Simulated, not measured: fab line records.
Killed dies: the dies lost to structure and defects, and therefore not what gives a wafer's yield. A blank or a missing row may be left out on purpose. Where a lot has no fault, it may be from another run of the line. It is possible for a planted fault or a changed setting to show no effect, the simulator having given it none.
The tool behind it: which one? :: flow n5 finfet :: 23 lots, 69 wafers sampled, at 2 steps of a route of 1938

== WHAT THE GAUGES READ, wafer by wafer ==
N5_FIN_SAQP_CD_MEAS_31 targets a cd of 8 nm. Usual: cd nm 8.08 nm, standard deviation 0.2.
lot: L074
measured: day 2 01:17
on: cd sem-03
cd nm (nm): 8.05 7.97 8.11
flag: 

lot: L075
measured: day 2 07:44
on: cd sem-02
cd nm (nm): 7.81 8.40 8.21
flag: 

lot: L076
measured: day 2 19:55
on: cd sem-03
cd nm (nm): 7.75 7.72 8.15
flag: 

lot: L078
measured: day 3 01:44
on: cd sem-01
cd nm (nm): 8.38 7.98 8.03
flag: 

lot: L079
measured: day 3 09:01
on: cd sem-02
cd nm (nm): 8.07 7.95 8.24
flag: 

lot: L080
measured: day 3 14:08
on: cd sem-03
cd nm (nm): 8.28 8.17 8.17
flag: 

lot: L081
measured: day 3 20:32
on: cd sem-03
cd nm (nm): 7.91 8.52 8.45
flag: 

lot: L082
measured: day 4 02:05
on: cd sem-01
cd nm (nm): 7.81 8.04 8.12
flag: 

lot: L083
measured: day 4 08:36
on: cd sem-03
cd nm (nm): 7.93 7.86 7.93
flag: 

lot: L084
measured: day 4 15:23
on: cd sem-03
cd nm (nm): 8.16 7.88 8.13
flag: 

lot: L085
measured: day 4 22:10
on: cd sem-01
cd nm (nm): 7.82 8.27 8.21
flag: 

lot: L086
measured: day 5 03:19
on: cd sem-01
cd nm (nm): 8.14 8.01 7.98
flag: 

lot: L087
measured: day 5 08:08
on: cd sem-03
cd nm (nm): 7.86 8.19 8.20
flag: 

lot: L088
measured: day 5 14:30
on: cd sem-02
cd nm (nm): 8.08 8.09 8.08
flag: 

lot: L089
measured: day 5 21:05
on: cd sem-02
cd nm (nm): 8.19 8.16 7.99
flag: 

lot: L090
measured: day 6 02:55
on: cd sem-03
cd nm (nm): 8.30 8.13 8.23
flag: 

lot: L091
measured: day 6 08:26
on: cd sem-01
cd nm (nm): 8.32 7.98 7.93
flag: 

lot: L092
measured: day 6 14:23
on: cd sem-01
cd nm (nm): 8.26 7.84 8.15
flag: 

lot: L093
measured: day 6 21:55
on: cd sem-03
cd nm (nm): 8.46 8.32 8.43
flag: 

lot: L094
measured: day 7 02:26
on: cd sem-03
cd nm (nm): 8.40 8.10 8.07
flag: 

lot: L095
measured: day 7 07:55
on: cd sem-01
cd nm (nm): 8.03 7.73 8.00
flag: 

lot: L096
measured: day 7 14:39
on: cd sem-02
cd nm (nm): 8.10 7.74 7.87
flag: 

lot: L097
measured: day 7 21:18
on: cd sem-02
cd nm (nm): 7.64 7.92 8.07
flag: 

== TOOL THAT RAN EACH LOT (tool first, then ch and the chambers of the sampled wafers, then the start) ==
lot: L074
N5_FIN_SAQP_ETCH_69: rie diel-03 ch 0,1,2, day 2 00:27

lot: L075
N5_FIN_SAQP_ETCH_69: rie diel-04 ch 0,1,3, day 2 06:55

lot: L076
N5_FIN_SAQP_ETCH_69: rie diel-02 ch 1,2,3, day 2 19:05

lot: L078
N5_FIN_SAQP_ETCH_69: rie diel-04 ch 1,3, day 3 00:48

lot: L079
N5_FIN_SAQP_ETCH_69: rie diel-03 ch 1,2,3, day 3 08:07

lot: L080
N5_FIN_SAQP_ETCH_69: rie diel-04 ch 1,3, day 3 13:14

lot: L081
N5_FIN_SAQP_ETCH_69: rie diel-04 ch 0,3, day 3 19:40

lot: L082
N5_FIN_SAQP_ETCH_69: rie diel-03 ch 0,1,3, day 4 01:13

lot: L083
N5_FIN_SAQP_ETCH_69: rie diel-03 ch 0,1,3, day 4 07:46

lot: L084
N5_FIN_SAQP_ETCH_69: rie diel-02 ch 2,3, day 4 14:33

lot: L085
N5_FIN_SAQP_ETCH_69: rie diel-03 ch 0,1,2, day 4 18:40

lot: L086
N5_FIN_SAQP_ETCH_69: rie diel-03 ch 0,2,3, day 5 02:28

lot: L087
N5_FIN_SAQP_ETCH_69: rie diel-03 ch 2,3, day 5 07:19

lot: L088
N5_FIN_SAQP_ETCH_69: rie diel-04 ch 1,2,3, day 5 13:38

lot: L089
N5_FIN_SAQP_ETCH_69: rie diel-03 ch 0,1,3, day 5 19:20

lot: L090
N5_FIN_SAQP_ETCH_69: rie diel-03 ch 0,3, day 6 02:04

lot: L091
N5_FIN_SAQP_ETCH_69: rie diel-03 ch 0,3, day 6 07:37

lot: L092
N5_FIN_SAQP_ETCH_69: rie diel-03 ch 0,2,3, day 6 12:59

lot: L093
N5_FIN_SAQP_ETCH_69: rie diel-03 ch 1,2, day 6 20:46

lot: L094
N5_FIN_SAQP_ETCH_69: rie diel-02 ch 0,1, day 7 01:25

lot: L095
N5_FIN_SAQP_ETCH_69: rie diel-02 ch 1,2, day 7 06:31

lot: L096
N5_FIN_SAQP_ETCH_69: rie diel-04 ch 0,1,3, day 7 13:49

lot: L097
N5_FIN_SAQP_ETCH_69: rie diel-04 ch 0,1,3, day 7 20:24
- N5_FIN_SAQP_ETCH_69: etches SOC in N2/H2, stops on SiNx, target depth 150 nm.

== WHAT THE TOOLS THEMSELVES READ (means of the sampled wafers that have a number; where no wafer has one, the mark that the record gives instead) ==
N5_FIN_SAQP_ETCH_69. Usual: drypump motor current A 5.5 A, standard deviation 0.43; n2 flow sccm 199.9 sccm, standard deviation 0.56; oes product au 0.75 a.u., standard deviation 0.08; rf vpp V 240.6 V, standard deviation 1.3; showerhead plenum p Torr 2.54 Torr, standard deviation 0.089; throttle valve pct 17.81 %, standard deviation 0.24.
lot: L074
tool: rie diel-03
drypump motor current A (A): 5.3
n2 flow sccm (sccm): 199.7
oes product au (a.u.): 0.71
rf vpp V (V): 240.1
showerhead plenum p Torr (Torr): 2.51
throttle valve pct (%): 17.75
flag: 

lot: L075
tool: rie diel-04
drypump motor current A (A): 5.8
n2 flow sccm (sccm): 200.4
oes product au (a.u.): 0.74
rf vpp V (V): 241.9
showerhead plenum p Torr (Torr): 2.63
throttle valve pct (%): 17.96
flag: 

lot: L076
tool: rie diel-02
drypump motor current A (A): 5.5
n2 flow sccm (sccm): 200.2
oes product au (a.u.): 0.74
rf vpp V (V): 241.5
showerhead plenum p Torr (Torr): 2.56
throttle valve pct (%): 17.74
flag: 

lot: L078
tool: rie diel-04
drypump motor current A (A): 5.9
n2 flow sccm (sccm): 200.3
oes product au (a.u.): 0.73
rf vpp V (V): 241.1
showerhead plenum p Torr (Torr): 2.62
throttle valve pct (%): 18.06
flag: 

lot: L079
tool: rie diel-03
drypump motor current A (A): 5.3
n2 flow sccm (sccm): 200.2
oes product au (a.u.): 0.71
rf vpp V (V): 239.6
showerhead plenum p Torr (Torr): 2.45
throttle valve pct (%): 17.80
flag: 

lot: L080
tool: rie diel-04
drypump motor current A (A): 5.8
n2 flow sccm (sccm): 199.9
oes product au (a.u.): 0.75
rf vpp V (V): 240.6
showerhead plenum p Torr (Torr): 2.58
throttle valve pct (%): 18.00
flag: 

lot: L081
tool: rie diel-04
drypump motor current A (A): 5.9
n2 flow sccm (sccm): 200.4
oes product au (a.u.): 0.71
rf vpp V (V): 241.8
showerhead plenum p Torr (Torr): 2.66
throttle valve pct (%): 17.97
flag: 

lot: L082
tool: rie diel-03
drypump motor current A (A): 5.2
n2 flow sccm (sccm): 199.8
oes product au (a.u.): 0.76
rf vpp V (V): 240.5
showerhead plenum p Torr (Torr): 2.50
throttle valve pct (%): 17.68
flag: 

lot: L083
tool: rie diel-03
drypump motor current A (A): 5.2
n2 flow sccm (sccm): 200.0
oes product au (a.u.): 0.76
rf vpp V (V): 239.8
showerhead plenum p Torr (Torr): 2.50
throttle valve pct (%): 17.68
flag: 

lot: L084
tool: rie diel-02
drypump motor current A (A): 5.5
n2 flow sccm (sccm): 199.6
oes product au (a.u.): 0.72
rf vpp V (V): 241.5
showerhead plenum p Torr (Torr): 2.54
throttle valve pct (%): 17.58
flag: 

lot: L085
tool: rie diel-03
drypump motor current A (A): 5.4
n2 flow sccm (sccm): 199.7
oes product au (a.u.): 0.77
rf vpp V (V): 240.1
showerhead plenum p Torr (Torr): 2.51
throttle valve pct (%): 17.63
flag: 

lot: L086
tool: rie diel-03
drypump motor current A (A): 5.0
n2 flow sccm (sccm): 199.8
oes product au (a.u.): 0.78
rf vpp V (V): 239.1
showerhead plenum p Torr (Torr): 2.46
throttle valve pct (%): 17.77
flag: 

lot: L087
tool: rie diel-03
drypump motor current A (A): 5.0
n2 flow sccm (sccm): 199.7
oes product au (a.u.): 0.70
rf vpp V (V): 238.4
showerhead plenum p Torr (Torr): 2.41
throttle valve pct (%): 17.95
flag: 

lot: L088
tool: rie diel-04
drypump motor current A (A): 6.0
n2 flow sccm (sccm): 200.7
oes product au (a.u.): 0.71
rf vpp V (V): 241.1
showerhead plenum p Torr (Torr): 2.53
throttle valve pct (%): 18.02
flag: 

lot: L089
tool: rie diel-03
drypump motor current A (A): 5.3
n2 flow sccm (sccm): 199.8
oes product au (a.u.): 0.74
rf vpp V (V): 240.2
showerhead plenum p Torr (Torr): 2.50
throttle valve pct (%): 17.70
flag: 

lot: L090
tool: rie diel-03
drypump motor current A (A): 4.9
n2 flow sccm (sccm): 200.2
oes product au (a.u.): 0.74
rf vpp V (V): 239.9
showerhead plenum p Torr (Torr): 2.46
throttle valve pct (%): 17.83
flag: 

lot: L091
tool: rie diel-03
drypump motor current A (A): 4.9
n2 flow sccm (sccm): 200.1
oes product au (a.u.): 0.74
rf vpp V (V): 239.5
showerhead plenum p Torr (Torr): 2.46
throttle valve pct (%): 17.83
flag: 

lot: L092
tool: rie diel-03
drypump motor current A (A): 5.0
n2 flow sccm (sccm): 200.5
oes product au (a.u.): 0.76
rf vpp V (V): 239.7
showerhead plenum p Torr (Torr): 2.46
throttle valve pct (%): 17.79
flag: 

lot: L093
tool: rie diel-03
drypump motor current A (A): 5.4
n2 flow sccm (sccm): 199.8
oes product au (a.u.): 0.71
rf vpp V (V): 240.2
showerhead plenum p Torr (Torr): 2.45
throttle valve pct (%): 17.79
flag: 

lot: L094
tool: rie diel-02
drypump motor current A (A): 6.0
n2 flow sccm (sccm): 200.2
oes product au (a.u.): 0.78
rf vpp V (V): 240.4
showerhead plenum p Torr (Torr): 2.54
throttle valve pct (%): 17.92
flag: 

lot: L095
tool: rie diel-02
drypump motor current A (A): 5.3
n2 flow sccm (sccm): 199.5
oes product au (a.u.): 0.74
rf vpp V (V): 240.7
showerhead plenum p Torr (Torr): 2.61
throttle valve pct (%): 17.77
flag: 

lot: L096
tool: rie diel-04
drypump motor current A (A): 5.8
n2 flow sccm (sccm): 200.2
oes product au (a.u.): 0.79
rf vpp V (V): 241.0
showerhead plenum p Torr (Torr): 2.61
throttle valve pct (%): 17.91
flag: 

lot: L097
tool: rie diel-04
drypump motor current A (A): 5.8
n2 flow sccm (sccm): 200.5
oes product au (a.u.): 0.78
rf vpp V (V): 241.0
showerhead plenum p Torr (Torr): 2.61
throttle valve pct (%): 17.91
flag: 

== THE ANSWER, worked out from the rows above alone ==
Rule: a lot is off if the mean of its wafers that have a number lies more than 3 standard deviations from the usual mean. A lot without any number at a reading at which 4 lots or more have one is off too. Where the step has rows for the other lots, those lots are counted as sound. First the gauges in route order, then the tools' own readings, where a lot's mean is used as printed above. The first step at which some lot is off is used, and at that step the reading that is off furthest; a lot without a number counts as furthest.
No lot is off at any reading shown: from this, nothing can be told.

== WHAT WAS PUT IN BY THE SIMULATOR ==
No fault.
